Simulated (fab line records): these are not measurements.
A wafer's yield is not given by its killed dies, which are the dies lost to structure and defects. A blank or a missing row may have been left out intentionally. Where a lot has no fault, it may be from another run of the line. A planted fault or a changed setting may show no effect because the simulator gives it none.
Which of the tools did it? | flow nand harc | 13 lots, 39 wafers sampled, at 6 steps of a route of 1302

WHAT EACH GAUGE READ, for each wafer
NHARC_A_CONTACT_CD_MEAS_42: the cd target is 300 nm. Usual: cd nm reads 300.0 nm (standard deviation 0.62).
lot  | measured     | on        | cd nm (nm)        | flag
L617 | day 22 04:25 | cd sem-01 | 300.1 300.7 300.1 |
L618 | day 22 04:35 | cd sem-01 | 301.1 300.3 300.8 |
L615 | day 22 04:46 | cd sem-01 | 300.2 299.1 299.7 |
L619 | day 23 08:01 | cd sem-03 | 300.8 300.8 299.9 |
L625 | day 25 22:50 | cd sem-01 | 300.6 299.6 300.0 |
L628 | day 26 08:08 | cd sem-01 | 300.5 300.1 300.0 |
L632 | day 28 14:44 | cd sem-01 | 299.4 300.1 299.9 |
L635 | day 29 13:56 | cd sem-02 | 299.7 300.3 299.9 |
L633 | day 29 14:05 | cd sem-03 | 300.5 299.7 300.0 |
L634 | day 29 19:24 | cd sem-01 | 300.9 300.2 300.7 |
L636 | day 30 14:39 | cd sem-03 | 299.5 299.5 300.6 |
L637 | day 30 15:56 | cd sem-03 | 298.9 298.9 299.8 |
L638 | day 31 00:23 | cd sem-02 | 299.8 300.0 300.3 |

NHARC_A_CONTACT_INSPECT_44. Usual: raw defect count reads 71 (standard deviation 40).
lot  | measured     | on                | raw defect count | flag
L617 | day 22 04:33 | defect inspect-02 | 64 60 68         |
L618 | day 22 04:43 | defect inspect-01 | 64 58 66         |
L615 | day 22 04:53 | defect inspect-02 | 17 29 31         |
L619 | day 23 08:08 | defect inspect-01 | 110 116 108      |
L625 | day 25 22:58 | defect inspect-02 | 753 772 707      | OFF
L628 | day 26 08:16 | defect inspect-01 | 648 642 736      | OFF
L632 | day 28 14:53 | defect inspect-01 | 40 37 38         |
L635 | day 29 14:03 | defect inspect-02 | 106 104 131      |
L633 | day 29 14:13 | defect inspect-01 | 24 39 29         |
L634 | day 29 19:32 | defect inspect-01 | 30 32 31         |
L636 | day 30 14:46 | defect inspect-02 | 65 69 57         |
L637 | day 30 16:04 | defect inspect-01 | 91 86 72         |
L638 | day 31 00:31 | defect inspect-02 | 56 61 70         |

NHARC_END_SORT_01. Usual: killed at array 46, standard deviation 16; killed at other 0.9, standard deviation 1.3; killed at periphery 4.1, standard deviation 3; killed dies 51, standard deviation 17; killed open 3.5, standard deviation 1.8; killed short 2.5, standard deviation 1.8.
lot  | measured     | on        | killed at array | killed at other | killed at periphery | killed dies | killed open | killed short | flag
L625 | day 28 20:07 | prober-01 | 141 88 130      | 2 3 1           | 2 1 1               | 145 92 132  | 0 3 4       | 2 2 1        | OFF
L628 | day 29 07:43 | prober-02 | 111 112 49      | 0 1 0           | 3 3 3               | 114 116 52  | 5 4 5       | 0 4 4        |

EACH LOT AND THE TOOL THAT RAN IT (in order: tool; ch and the chambers of the sampled wafers; start)
lot  | NHARC_A_CONTACT_DEP_29          | NHARC_A_CONTACT_ETCH_112             | NHARC_A_CONTACT_ETCH_114
L617 | pecvd-02 ch 0,1, day 22 03:42   | har cap etch-03 ch 1, day 22 06:40   | har cap etch-03 ch 1, day 22 07:00
L618 | pecvd-02 ch 1,2, day 22 03:52   | har cap etch-02 ch 0,1, day 22 07:01 | har cap etch-02 ch 0,1, day 22 07:22
L615 | pecvd-02 ch 0,1,2, day 22 04:06 | har cap etch-03 ch 0,1, day 22 09:17 | har cap etch-03 ch 0,1, day 22 09:38
L619 | pecvd-03 ch 0,2, day 23 07:17   | har cap etch-03 ch 0,1, day 23 10:22 | har cap etch-03 ch 0,1, day 23 10:42
L625 | pecvd-01 ch 0,1, day 25 22:07   | har cap etch-01 ch 0,1, day 26 01:02 | har cap etch-01 ch 0,1, day 26 01:23
L628 | pecvd-01 ch 0,1,2, day 26 07:28 | har cap etch-01 ch 0,1, day 26 10:22 | har cap etch-01 ch 0,1, day 26 10:42
L632 | pecvd-02 ch 0,2, day 28 14:06   | har cap etch-01 ch 0,1, day 28 16:57 | har cap etch-01 ch 0,1, day 28 17:18
L635 | pecvd-02 ch 0,2, day 29 13:07   | har cap etch-03 ch 0,1, day 29 16:08 | har cap etch-03 ch 0,1, day 29 16:29
L633 | pecvd-03 ch 0,1, day 29 13:23   | har cap etch-02 ch 0,1, day 29 16:17 | har cap etch-02 ch 0,1, day 29 16:38
L634 | pecvd-02 ch 1,2, day 29 18:43   | har cap etch-03 ch 0,1, day 29 21:44 | har cap etch-03 ch 0,1, day 29 22:11
L636 | pecvd-03 ch 1,2, day 30 14:04   | har cap etch-03 ch 0,1, day 30 16:52 | har cap etch-03 ch 0,1, day 30 17:13
L637 | pecvd-01 ch 1,2, day 30 15:13   | har cap etch-01 ch 0,1, day 30 18:09 | har cap etch-01 ch 0,1, day 30 18:29
L638 | pecvd-01 ch 1,2, day 30 23:40   | har cap etch-03 ch 0,1, day 31 02:36 | har cap etch-03 ch 0,1, day 31 02:57
- NHARC_A_CONTACT_DEP_29: deposits SiON, target thk 100 nm.
- NHARC_A_CONTACT_ETCH_112: etches the open film in C4F8/O2/Ar, time 190 s, target depth 1850 nm.
- NHARC_A_CONTACT_ETCH_114: etches the open film in C4F8/O2/Ar, time 190 s, target depth 1850 nm.

AS READ BY THE TOOLS THEMSELVES (means over the sampled wafers that have a number; for cases with no such wafer, the mark the record gives instead)
NHARC_A_CONTACT_DEP_29. Usual: heater power w reads 740 W (standard deviation 120).
lot  | tool     | heater power w (W) | flag
L617 | pecvd-02 | 740                |
L618 | pecvd-02 | 820                |
L615 | pecvd-02 | 719                |
L619 | pecvd-03 | 769                |
L625 | pecvd-01 | 744                |
L628 | pecvd-01 | 791                |
L632 | pecvd-02 | 648                |
L635 | pecvd-02 | 676                |
L633 | pecvd-03 | 755                |
L634 | pecvd-02 | 715                |
L636 | pecvd-03 | 730                |
L637 | pecvd-01 | 819                |
L638 | pecvd-01 | 709                |

THE ANSWER, worked out from the rows above alone
Rule: a lot counts as off when the mean over its wafers that have a number is more than 3 standard deviations away from the usual mean. Also off: a lot with no number at a reading for which 4 or more lots have one. Any other lot the step has rows for is counted as sound. Order of review: gauges by route order, followed by the tools' own readings, for which a lot's mean as printed above is used. The first step at which some lot is off is used, and at that step the reading that is off furthest; a lot without a number counts as furthest.
Off: L625, L628, at NHARC_A_CONTACT_INSPECT_44 (raw defect count).
If a tool, at a process step before that reading, ran all the lots that are off and no sound lot after the first of them, it fits. Those tools and the gauges at NHARC_A_CONTACT_INSPECT_44 are tried in the same way. Not one of the candidates tried fits.

WHAT THE SIMULATOR HAD INSERTED
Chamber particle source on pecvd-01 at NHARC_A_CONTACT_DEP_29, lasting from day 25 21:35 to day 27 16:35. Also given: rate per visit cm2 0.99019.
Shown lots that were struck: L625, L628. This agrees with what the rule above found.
